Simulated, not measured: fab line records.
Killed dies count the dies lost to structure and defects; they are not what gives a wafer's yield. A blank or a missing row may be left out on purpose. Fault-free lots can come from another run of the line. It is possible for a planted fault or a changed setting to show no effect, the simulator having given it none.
Chamber matching / flow n5-finfet / rie-diel-06 running N5_BEOL_M4_ETCH_77: 4 sister chambers
The step etches underlayer in N2/H2, target depth 6.5 nm, time 5.2 s. 4 wafers are shown with their chamber, then 12 later ones without.

## EACH WAFER AND ITS CHAMBER
wafer=L080.1; chamber=0; showerhead-plenum-p-Torr (Torr)=2.66
wafer=L080.4; chamber=3; showerhead-plenum-p-Torr (Torr)=2.53
wafer=L084.3; chamber=2; showerhead-plenum-p-Torr (Torr)=2.61
wafer=L084.5; chamber=1; showerhead-plenum-p-Torr (Torr)=2.70

## WAFERS WITH NO CHAMBER GIVEN
wafer=L088.2; showerhead-plenum-p-Torr (Torr)=2.65
wafer=L088.3; showerhead-plenum-p-Torr (Torr)=2.61
wafer=L088.5; showerhead-plenum-p-Torr (Torr)=2.53
wafer=L092.2; showerhead-plenum-p-Torr (Torr)=2.69
wafer=L092.4; showerhead-plenum-p-Torr (Torr)=2.65
wafer=L092.6; showerhead-plenum-p-Torr (Torr)=2.61
wafer=L093.2; showerhead-plenum-p-Torr (Torr)=2.65
wafer=L093.5; showerhead-plenum-p-Torr (Torr)=2.65
wafer=L093.6; showerhead-plenum-p-Torr (Torr)=2.69
wafer=L094.1; showerhead-plenum-p-Torr (Torr)=2.69
wafer=L094.4; showerhead-plenum-p-Torr (Torr)=2.65
wafer=L094.6; showerhead-plenum-p-Torr (Torr)=2.52

## THE CHAMBER EACH PASSED THROUGH
wafer=L088.2; from the rows above=0; in truth=0
wafer=L088.3; from the rows above=2; in truth=2
wafer=L088.5; from the rows above=3; in truth=3
wafer=L092.2; from the rows above=1; in truth=1
wafer=L092.4; from the rows above=0; in truth=0
wafer=L092.6; from the rows above=2; in truth=2
wafer=L093.2; from the rows above=0; in truth=0
wafer=L093.5; from the rows above=0; in truth=0
wafer=L093.6; from the rows above=1; in truth=1
wafer=L094.1; from the rows above=1; in truth=1
wafer=L094.4; from the rows above=0; in truth=0
wafer=L094.6; from the rows above=3; in truth=3
12 of 12 placed correctly. Can't be placed from these rows: 0. Wrongly placed: 0.
How it was worked out, from the rows above alone: a wafer's distance from a chamber is the root of the sum, over the readings, of the square of ((its reading less the chamber's mean) divided by the reading's scatter). If the next closest chamber is less than 2 further off than the closest, the wafer can't be placed; otherwise it belongs to the closest. For every chamber, the mean is computed from those of its wafers that are shown. The scatter: with one shown wafer a chamber, the root of the mean of the squares of how far each hidden wafer lies from its nearest shown one.
